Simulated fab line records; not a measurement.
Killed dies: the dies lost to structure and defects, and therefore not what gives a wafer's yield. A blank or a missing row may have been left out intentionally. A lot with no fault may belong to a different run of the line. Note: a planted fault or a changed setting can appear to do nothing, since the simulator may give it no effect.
Which of the tools did it? / flow n5-finfet / 9 lots, 24 wafers sampled, at 7 steps of a route of 1938

## WHAT THE GAUGES SHOWED, per wafer
N5_MOL_CONTACT_COAG_THK_MEAS_29.
lot=L108; measured=day 5 05:31; on=film-metro-02; MD_CAP_THK (nm)=17.70 17.88 17.84
lot=L111; measured=day 5 21:03; on=film-metro-01; MD_CAP_THK (nm)=17.91 17.94 17.92
lot=L114; measured=day 6 11:53; on=film-metro-01; MD_CAP_THK (nm)=17.87 17.90 17.83
lot=L119; measured=day 8 03:45; on=film-metro-01; MD_CAP_THK (nm)=18.92 18.02
lot=L123; measured=day 8 19:01; on=film-metro-01; MD_CAP_THK (nm)=18.86 17.96
lot=L124; measured=day 9 00:19; on=film-metro-02; MD_CAP_THK (nm)=18.98 17.92
lot=L127; measured=day 9 19:12; on=film-metro-01; MD_CAP_THK (nm)=17.88 17.82 17.88
lot=L130; measured=day 10 09:09; on=film-metro-02; MD_CAP_THK (nm)=17.85 17.91 17.95
lot=L131; measured=day 10 16:33; on=film-metro-01; MD_CAP_THK (nm)=17.95 17.97 17.95

N5_BEOL_M4_RC_MEAS_101.
lot=L108; measured=day 8 12:53; on=prober-02; DIBL_N (mV/V)=35.2 37.0 37.2; DIBL_P (mV/V)=35.1 38.1 37.3; IOFF_N (nA/um)=0.120 0.155 0.149; IOFF_P (nA/um)=0.163 0.207 0.193; ION_N (uA/um)=662 671 659; ION_P (uA/um)=455 468 450; SS_N (mV/dec)=70.9 71.2 71.6; SS_P (mV/dec)=72.3 72.6 73.2; VT_N (mV)=255.4 251.9 250.1; VT_P (mV)=-253.8 -251.8 -251.3
lot=L111; measured=day 9 18:23; on=prober-02; DIBL_N (mV/V)=36.5 35.0 36.1; DIBL_P (mV/V)=37.3 36.3 37.1; IOFF_N (nA/um)=0.167 0.150 0.163; IOFF_P (nA/um)=0.198 0.182 0.197; ION_N (uA/um)=677 679 680; ION_P (uA/um)=461 452 462; SS_N (mV/dec)=70.8 71.0 71.5; SS_P (mV/dec)=74.3 73.0 73.2; VT_N (mV)=249.8 252.0 248.3; VT_P (mV)=-253.7 -254.3 -251.2
lot=L114; measured=day 10 14:52; on=prober-02; DIBL_N (mV/V)=36.6 37.2 36.1; DIBL_P (mV/V)=35.2 36.9 34.5; IOFF_N (nA/um)=0.144 0.167 0.141; IOFF_P (nA/um)=0.217 0.244 0.198; ION_N (uA/um)=665 671 659; ION_P (uA/um)=462 464 449; SS_N (mV/dec)=71.6 72.1 71.9; SS_P (mV/dec)=73.5 74.2 72.5; VT_N (mV)=252.7 248.3 253.3; VT_P (mV)=-248.6 -249.5 -251.8
lot=L119; measured=day 12 02:16; on=prober-01; DIBL_N (mV/V)=35.2 32.5; DIBL_P (mV/V)=36.2 33.7; IOFF_N (nA/um)=0.158 0.120; IOFF_P (nA/um)=0.216 0.180; ION_N (uA/um)=679 670; ION_P (uA/um)=469 462; SS_N (mV/dec)=71.9 70.6; SS_P (mV/dec)=72.9 72.4; VT_N (mV)=250.1 252.9; VT_P (mV)=-248.2 -250.1
lot=L123; measured=day 12 14:05; on=prober-02; DIBL_N (mV/V)=37.4 39.0; DIBL_P (mV/V)=34.7 36.7; IOFF_N (nA/um)=0.139 0.163; IOFF_P (nA/um)=0.161 0.193; ION_N (uA/um)=679 689; ION_P (uA/um)=457 463; SS_N (mV/dec)=71.0 71.4; SS_P (mV/dec)=72.6 73.7; VT_N (mV)=251.0 248.7; VT_P (mV)=-255.2 -253.3
lot=L124; measured=day 12 12:38; on=prober-02; DIBL_N (mV/V)=33.7 37.4; DIBL_P (mV/V)=32.6 37.8; IOFF_N (nA/um)=0.112 0.179; IOFF_P (nA/um)=0.168 0.235; ION_N (uA/um)=658 677; ION_P (uA/um)=463 469; SS_N (mV/dec)=71.3 71.4; SS_P (mV/dec)=72.2 74.2; VT_N (mV)=254.1 249.8; VT_P (mV)=-251.2 -248.6
lot=L127; measured=day 13 17:34; on=prober-01; DIBL_N (mV/V)=36.5 35.8 36.4; DIBL_P (mV/V)=36.4 35.8 36.3; IOFF_N (nA/um)=0.174 0.162 0.172; IOFF_P (nA/um)=0.228 0.218 0.228; ION_N (uA/um)=688 681 677; ION_P (uA/um)=471 469 468; SS_N (mV/dec)=71.9 72.0 71.1; SS_P (mV/dec)=72.9 72.9 72.5; VT_N (mV)=246.3 248.6 245.5; VT_P (mV)=-248.1 -249.2 -247.2
lot=L130; measured=day 14 19:56; on=prober-01; DIBL_N (mV/V)=41.0 37.6 38.4; DIBL_P (mV/V)=40.4 35.8 36.5; IOFF_N (nA/um)=0.248 0.157 0.177; IOFF_P (nA/um)=0.306 0.216 0.238; ION_N (uA/um)=686 667 669; ION_P (uA/um)=469 459 455; SS_N (mV/dec)=72.2 72.2 71.4; SS_P (mV/dec)=74.8 73.7 74.4; VT_N (mV)=245.1 251.9 249.1; VT_P (mV)=-245.4 -252.3 -249.1
lot=L131; measured=day 14 22:47; on=prober-02; DIBL_N (mV/V)=35.3 35.2 35.9; DIBL_P (mV/V)=34.3 34.4 35.3; IOFF_N (nA/um)=0.134 0.130 0.146; IOFF_P (nA/um)=0.219 0.216 0.240; ION_N (uA/um)=657 667 678; ION_P (uA/um)=466 471 477; SS_N (mV/dec)=71.6 71.4 71.1; SS_P (mV/dec)=73.2 72.1 73.7; VT_N (mV)=252.8 249.9 251.0; VT_P (mV)=-247.0 -247.9 -244.7

## WHICH TOOL RAN EACH LOT (tool, then ch and the chambers of the sampled wafers, then the start)
lot=L108; N5_MOL_CONTACT_COAG_PRE_CLEAN_141=pvd-sputter-03, day 4 21:32; N5_MOL_CONTACT_COAG_SPUTTER_130=pvd-sputter-02, day 5 00:44; N5_MOL_CONTACT_COAG_CMP_23=cmp-01 ch 1,2,3, day 5 00:55; N5_MOL_CONTACT_COAG_CMP_28=cmp-04 ch 0,2,3, day 5 05:13; N5_MOL_CONTACT_COAG_ETCH_47=rie-diel-05 ch 0,1,2, day 5 07:17
lot=L111; N5_MOL_CONTACT_COAG_PRE_CLEAN_141=pvd-sputter-01, day 5 14:48; N5_MOL_CONTACT_COAG_SPUTTER_130=pvd-sputter-03, day 5 17:08; N5_MOL_CONTACT_COAG_CMP_23=cmp-02 ch 1,2,3, day 5 17:22; N5_MOL_CONTACT_COAG_CMP_28=cmp-02 ch 0,2,3, day 5 20:46; N5_MOL_CONTACT_COAG_ETCH_47=rie-diel-04 ch 0,2, day 5 22:51
lot=L114; N5_MOL_CONTACT_COAG_PRE_CLEAN_141=pvd-sputter-02, day 6 05:58; N5_MOL_CONTACT_COAG_SPUTTER_130=pvd-sputter-02, day 6 09:01; N5_MOL_CONTACT_COAG_CMP_23=cmp-01 ch 0,1,2, day 6 09:14; N5_MOL_CONTACT_COAG_CMP_28=cmp-01 ch 0,1, day 6 11:35; N5_MOL_CONTACT_COAG_ETCH_47=rie-diel-04 ch 0,2,3, day 6 14:25
lot=L119; N5_MOL_CONTACT_COAG_PRE_CLEAN_141=pvd-sputter-02, day 7 22:20; N5_MOL_CONTACT_COAG_SPUTTER_130=pvd-sputter-01, day 8 00:52; N5_MOL_CONTACT_COAG_CMP_23=cmp-01 ch 0,2, day 8 01:07; N5_MOL_CONTACT_COAG_CMP_28=cmp-01 ch 0,2, day 8 03:28; N5_MOL_CONTACT_COAG_ETCH_47=rie-diel-05 ch 0,1, day 8 06:09
lot=L123; N5_MOL_CONTACT_COAG_PRE_CLEAN_141=pvd-sputter-03, day 8 13:32; N5_MOL_CONTACT_COAG_SPUTTER_130=pvd-sputter-01, day 8 16:08; N5_MOL_CONTACT_COAG_CMP_23=cmp-01 ch 2,3, day 8 16:19; N5_MOL_CONTACT_COAG_CMP_28=cmp-01 ch 2,3, day 8 18:45; N5_MOL_CONTACT_COAG_ETCH_47=rie-diel-02 ch 0,3, day 8 23:37
lot=L124; N5_MOL_CONTACT_COAG_PRE_CLEAN_141=pvd-sputter-01, day 8 16:22; N5_MOL_CONTACT_COAG_SPUTTER_130=pvd-sputter-02, day 8 19:53; N5_MOL_CONTACT_COAG_CMP_23=cmp-01 ch 2,3, day 8 20:06; N5_MOL_CONTACT_COAG_CMP_28=cmp-02 ch 1,3, day 9 00:01; N5_MOL_CONTACT_COAG_ETCH_47=rie-diel-04 ch 0,2, day 9 02:23
lot=L127; N5_MOL_CONTACT_COAG_PRE_CLEAN_141=pvd-sputter-01, day 9 11:55; N5_MOL_CONTACT_COAG_SPUTTER_130=pvd-sputter-02, day 9 16:19; N5_MOL_CONTACT_COAG_CMP_23=cmp-04 ch 0,3, day 9 16:33; N5_MOL_CONTACT_COAG_CMP_28=cmp-01 ch 0,3, day 9 18:56; N5_MOL_CONTACT_COAG_ETCH_47=rie-diel-02 ch 0,1,3, day 9 21:08
lot=L130; N5_MOL_CONTACT_COAG_PRE_CLEAN_141=pvd-sputter-02, day 10 03:26; N5_MOL_CONTACT_COAG_SPUTTER_130=pvd-sputter-03, day 10 06:16; N5_MOL_CONTACT_COAG_CMP_23=cmp-02 ch 0,2,3, day 10 06:28; N5_MOL_CONTACT_COAG_CMP_28=cmp-04 ch 0,2,3, day 10 08:52; N5_MOL_CONTACT_COAG_ETCH_47=rie-diel-02 ch 0,2,3, day 10 11:40
lot=L131; N5_MOL_CONTACT_COAG_PRE_CLEAN_141=pvd-sputter-03, day 10 10:37; N5_MOL_CONTACT_COAG_SPUTTER_130=pvd-sputter-01, day 10 13:10; N5_MOL_CONTACT_COAG_CMP_23=cmp-04 ch 0,2, day 10 13:20; N5_MOL_CONTACT_COAG_CMP_28=cmp-01 ch 0,2, day 10 16:17; N5_MOL_CONTACT_COAG_ETCH_47=rie-diel-04 ch 0,1, day 10 18:31
- N5_MOL_CONTACT_COAG_PRE_CLEAN_141: time 60 s.
- N5_MOL_CONTACT_COAG_SPUTTER_130: material Co, target thk 47.5 nm.
- N5_MOL_CONTACT_COAG_CMP_23: polishes, stops on SiO2, t overpolish 1.5 s, target thk 0 nm.
- N5_MOL_CONTACT_COAG_CMP_28: polishes, stops on SiNx, t overpolish 0.85 s, target thk 14.522 nm.
- N5_MOL_CONTACT_COAG_ETCH_47: etches SiNx in CH3F/O2, stops on W, target depth 27 nm.

## WHAT THE TOOLS THEMSELVES READ (means of the sampled wafers that have a number; where no wafer has one, the mark that the record gives instead)
N5_MOL_CONTACT_COAG_PRE_CLEAN_141.
lot=L108; tool=pvd-sputter-03; heater-power-w (W)=431
lot=L111; tool=pvd-sputter-01; heater-power-w (W)=450
lot=L114; tool=pvd-sputter-02; heater-power-w (W)=507
lot=L119; tool=pvd-sputter-02; heater-power-w (W)=437
lot=L123; tool=pvd-sputter-03; heater-power-w (W)=424
lot=L124; tool=pvd-sputter-01; heater-power-w (W)=435
lot=L127; tool=pvd-sputter-01; heater-power-w (W)=419
lot=L130; tool=pvd-sputter-02; heater-power-w (W)=455
lot=L131; tool=pvd-sputter-03; heater-power-w (W)=449

N5_MOL_CONTACT_COAG_SPUTTER_130.
lot=L108; tool=pvd-sputter-02; chamber-pressure-pa (Pa)=0.5008; throttle-valve-pct (%)=30.7
lot=L111; tool=pvd-sputter-03; chamber-pressure-pa (Pa)=0.5005; throttle-valve-pct (%)=30.6
lot=L114; tool=pvd-sputter-02; chamber-pressure-pa (Pa)=0.5003; throttle-valve-pct (%)=30.8
lot=L119; tool=pvd-sputter-01; chamber-pressure-pa (Pa)=0.4993; throttle-valve-pct (%)=29.1
lot=L123; tool=pvd-sputter-01; chamber-pressure-pa (Pa)=0.4991; throttle-valve-pct (%)=29.9
lot=L124; tool=pvd-sputter-02; chamber-pressure-pa (Pa)=0.5002; throttle-valve-pct (%)=30.2
lot=L127; tool=pvd-sputter-02; chamber-pressure-pa (Pa)=0.4996; throttle-valve-pct (%)=30.0
lot=L130; tool=pvd-sputter-03; chamber-pressure-pa (Pa)=0.5002; throttle-valve-pct (%)=30.6
lot=L131; tool=pvd-sputter-01; chamber-pressure-pa (Pa)=0.4996; throttle-valve-pct (%)=29.8

N5_MOL_CONTACT_COAG_CMP_23.
lot=L108; tool=cmp-01; motor-current-A (A)=7.9; overpolish-run-s (s)=1.509; slurry-flow-ml-min=150.5; time-to-endpoint-s (s)=11.7
lot=L111; tool=cmp-02; motor-current-A (A)=7.9; overpolish-run-s (s)=1.497; slurry-flow-ml-min=150.0; time-to-endpoint-s (s)=9.8
lot=L114; tool=cmp-01; motor-current-A (A)=8.2; overpolish-run-s (s)=1.494; slurry-flow-ml-min=150.2; time-to-endpoint-s (s)=8.5
lot=L119; tool=cmp-01; motor-current-A (A)=7.8; overpolish-run-s (s)=1.498; slurry-flow-ml-min=149.7; time-to-endpoint-s (s)=15.2
lot=L123; tool=cmp-01; motor-current-A (A)=7.2; overpolish-run-s (s)=1.500; slurry-flow-ml-min=150.2; time-to-endpoint-s (s)=15.4
lot=L124; tool=cmp-01; motor-current-A (A)=7.1; overpolish-run-s (s)=1.494; slurry-flow-ml-min=149.9; time-to-endpoint-s (s)=12.4
lot=L127; tool=cmp-04; motor-current-A (A)=7.9; overpolish-run-s (s)=1.506; slurry-flow-ml-min=150.2; time-to-endpoint-s (s)=7.7
lot=L130; tool=cmp-02; motor-current-A (A)=8.1; overpolish-run-s (s)=1.495; slurry-flow-ml-min=149.9; time-to-endpoint-s (s)=10.3
lot=L131; tool=cmp-04; motor-current-A (A)=8.6; overpolish-run-s (s)=1.498; slurry-flow-ml-min=149.9; time-to-endpoint-s (s)=9.6

N5_MOL_CONTACT_COAG_CMP_28.
lot=L108; tool=cmp-04; motor-current-A (A)=12.9; slurry-flow-ml-min=149.4
lot=L111; tool=cmp-02; motor-current-A (A)=12.0; slurry-flow-ml-min=149.6
lot=L114; tool=cmp-01; motor-current-A (A)=13.1; slurry-flow-ml-min=149.8
lot=L119; tool=cmp-01; motor-current-A (A)=12.2; slurry-flow-ml-min=149.7
lot=L123; tool=cmp-01; motor-current-A (A)=11.3; slurry-flow-ml-min=149.9
lot=L124; tool=cmp-02; motor-current-A (A)=11.7; slurry-flow-ml-min=149.8
lot=L127; tool=cmp-01; motor-current-A (A)=11.7; slurry-flow-ml-min=150.1
lot=L130; tool=cmp-04; motor-current-A (A)=12.7; slurry-flow-ml-min=149.8
lot=L131; tool=cmp-01; motor-current-A (A)=12.0; slurry-flow-ml-min=150.2

N5_MOL_CONTACT_COAG_ETCH_47.
lot=L108; tool=rie-diel-05; drypump-motor-current-A (A)=5.6; etch-rf-on-time-s (s)=31.2; oes_o_777_au (a.u.)=0.74; oes-product-au (a.u.)=0.67; rf-vpp-V (V)=298.2; showerhead-plenum-p-Torr (Torr)=1.94; throttle-valve-pct (%)=16.41
lot=L111; tool=rie-diel-04; drypump-motor-current-A (A)=6.3; etch-rf-on-time-s (s)=30.7; oes_o_777_au (a.u.)=0.92; oes-product-au (a.u.)=0.82; rf-vpp-V (V)=297.7; showerhead-plenum-p-Torr (Torr)=2.07; throttle-valve-pct (%)=16.14
lot=L114; tool=rie-diel-04; drypump-motor-current-A (A)=6.2; etch-rf-on-time-s (s)=30.7; oes_o_777_au (a.u.)=0.84; oes-product-au (a.u.)=0.76; rf-vpp-V (V)=298.5; showerhead-plenum-p-Torr (Torr)=2.02; throttle-valve-pct (%)=16.22
lot=L119; tool=rie-diel-05; drypump-motor-current-A (A)=5.5; etch-rf-on-time-s (s)=32.5; oes_o_777_au (a.u.)=0.76; oes-product-au (a.u.)=0.68; rf-vpp-V (V)=298.4; showerhead-plenum-p-Torr (Torr)=1.97; throttle-valve-pct (%)=16.34
lot=L123; tool=rie-diel-02; drypump-motor-current-A (A)=5.6; etch-rf-on-time-s (s)=31.8; oes_o_777_au (a.u.)=0.79; oes-product-au (a.u.)=0.71; rf-vpp-V (V)=297.9; showerhead-plenum-p-Torr (Torr)=2.09; throttle-valve-pct (%)=16.11
lot=L124; tool=rie-diel-04; drypump-motor-current-A (A)=6.2; etch-rf-on-time-s (s)=31.6; oes_o_777_au (a.u.)=0.87; oes-product-au (a.u.)=0.78; rf-vpp-V (V)=297.1; showerhead-plenum-p-Torr (Torr)=2.04; throttle-valve-pct (%)=16.25
lot=L127; tool=rie-diel-02; drypump-motor-current-A (A)=5.6; etch-rf-on-time-s (s)=31.4; oes_o_777_au (a.u.)=0.78; oes-product-au (a.u.)=0.70; rf-vpp-V (V)=299.3; showerhead-plenum-p-Torr (Torr)=2.10; throttle-valve-pct (%)=16.19
lot=L130; tool=rie-diel-02; drypump-motor-current-A (A)=5.9; etch-rf-on-time-s (s)=31.2; oes_o_777_au (a.u.)=0.83; oes-product-au (a.u.)=0.75; rf-vpp-V (V)=298.8; showerhead-plenum-p-Torr (Torr)=2.04; throttle-valve-pct (%)=16.11
lot=L131; tool=rie-diel-04; drypump-motor-current-A (A)=6.3; etch-rf-on-time-s (s)=30.9; oes_o_777_au (a.u.)=0.81; oes-product-au (a.u.)=0.73; rf-vpp-V (V)=295.6; showerhead-plenum-p-Torr (Torr)=2.04; throttle-valve-pct (%)=16.16

## THE ANSWER, worked out from the rows above alone
Rule: usual is defined by the lots themselves. Put in order of their means at a reading, lots are off if they are a third of the lots or fewer, leave a main group of 4 or more, and stand apart from it by a gap of 3 or more times the standard deviation of the main group's means; of several such gaps the widest counts. A main group is skipped when, at the precision printed for the reading in the tables above, its means are all equal. Also off: a lot with no number at a reading for which 4 or more lots have one. Where the step has rows for the other lots, those lots are counted as sound. First the gauges in route order, then the tools' own readings, where a lot's mean is used as printed above. The first step at which some lot is off is used, and at that step the reading that is off furthest; a lot without a number counts as furthest.
Off: L119, L123, L124, at N5_MOL_CONTACT_COAG_THK_MEAS_29 (MD_CAP_THK). For the main group the mean is 17.89 nm and the standard deviation 0.048.
If a tool, at a process step before that reading, ran all the lots that are off and no sound lot after the first of them, it fits. Gauges at N5_MOL_CONTACT_COAG_THK_MEAS_29: tried the same way as those tools. One fits: cmp-01 at N5_MOL_CONTACT_COAG_CMP_23. A fault onset in the window from L114 (day 6 09:14, its last sound lot) to L119 (day 8 01:07, its first lot off) fits.

## WHAT THE SIMULATOR PUT IN
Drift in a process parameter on cmp-01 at N5_MOL_CONTACT_COAG_CMP_23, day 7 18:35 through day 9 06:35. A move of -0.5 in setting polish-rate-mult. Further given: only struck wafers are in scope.
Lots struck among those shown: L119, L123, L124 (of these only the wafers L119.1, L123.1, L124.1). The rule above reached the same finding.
